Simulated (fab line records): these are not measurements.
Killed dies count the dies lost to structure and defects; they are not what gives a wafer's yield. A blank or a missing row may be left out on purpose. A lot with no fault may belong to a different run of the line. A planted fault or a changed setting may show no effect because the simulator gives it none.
8D (eight disciplines) problem report, filled in by code | flow nand-harc | the parts of the form that need people (team, actions taken, sign-off) are left out

## 1. WHAT WENT WRONG
At NHARC_A_WL_FILL_ETCHBACK_17, run-length-s averages 39.2 s over 4 wafers from 3 lots, while fault-free wafers read 47.8 s, standard deviation 0.44. That is -20 standard deviations from the usual mean.
The step: etches the open film in Cl2/BCl3, target depth 4 nm, time 26.7 s.
Earliest sighting: wafer L995.2 on rie-metal-01 at day 20 08:02. The record holds 38 wafers of 13 lots with a number at this step. By rule, "out" or "out of limits" means more than 4 standard deviations away from the usual mean. The other wafers with a number count as sound.

## 2. WHAT IT IS; WHAT IT IS NOT
question                    | is                             | is not
which readings at this step | run-length-s                   | drypump-motor-current-A, oes-product-au
which lots                  | L103, L104, L995               | L107, L108, L111, L988, L989, L990, L991, L993, L994, L999
which wafers of those lots  | L103.2, L104.1, L104.2, L995.2 | L103.3, L104.5, L995.3, L995.4
read on which tools         | rie-metal-01                   | rie-metal-02, rie-metal-03
when                        | from day 20 08:02              | up to then (23 sound wafers); but 11 sound wafers of L103, L104, L107, L108, L111 came after

## 3. SUSPECTS, AND WHAT RULES EACH OUT
Counting: a tool at a process step up to the reading stays a suspect if it ran every lot that is out. Sound lots after the first of them don't rule it out here, since some wafers of a struck lot are sound.
- rie-metal-01 at NHARC_A_WL_FILL_ETCHBACK_17 (etches the open film in Cl2/BCl3, target depth 4 nm, time 26.7 s): kept. Ran every lot that is out, first one L995 (day 20 08:02); last sound lot up to then L991 (day 17 07:04). Out on those wafers are its own readings of run-length-s.
Remaining after the count: rie-metal-01 at NHARC_A_WL_FILL_ETCHBACK_17.

## 4. THE CAUSE (what the simulator had put in)
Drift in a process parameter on rie-metal-01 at NHARC_A_WL_FILL_ETCHBACK_17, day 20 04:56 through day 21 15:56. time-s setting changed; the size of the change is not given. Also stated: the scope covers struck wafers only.
Counting left only this tool.

## 5. THE EFFECT CHAIN, in route order
Rows list readings where the struck wafers' mean (over those with a number) sits beyond 3 standard deviations from the usual. Only readings whose record carries a usual standard deviation are examined. hours: median over the lots of the time between each lot's start at the first step of this table that gives one and its start at this step. sigmas: the change, counted in usual standard deviations.
hours | step                        | reading      | usual  | on struck wafers | change | sigmas
0     | NHARC_A_WL_FILL_ETCHBACK_17 | run-length-s | 47.8 s | 39.2             | -8.6   | -20
Process steps it contains:
- NHARC_A_WL_FILL_ETCHBACK_17: etches the open film in Cl2/BCl3, target depth 4 nm, time 26.7 s.
Later measuring or inspecting steps at which every struck wafer that the step has a row for has a number for every such reading, and none has moved that far: NHARC_END_SORT_01.

## 6. HOW IT WOULD HAVE BEEN CAUGHT EARLIER
The fault began at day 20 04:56; the first out-of-limits reading in this record came at day 20 08:02, 3 hours later.
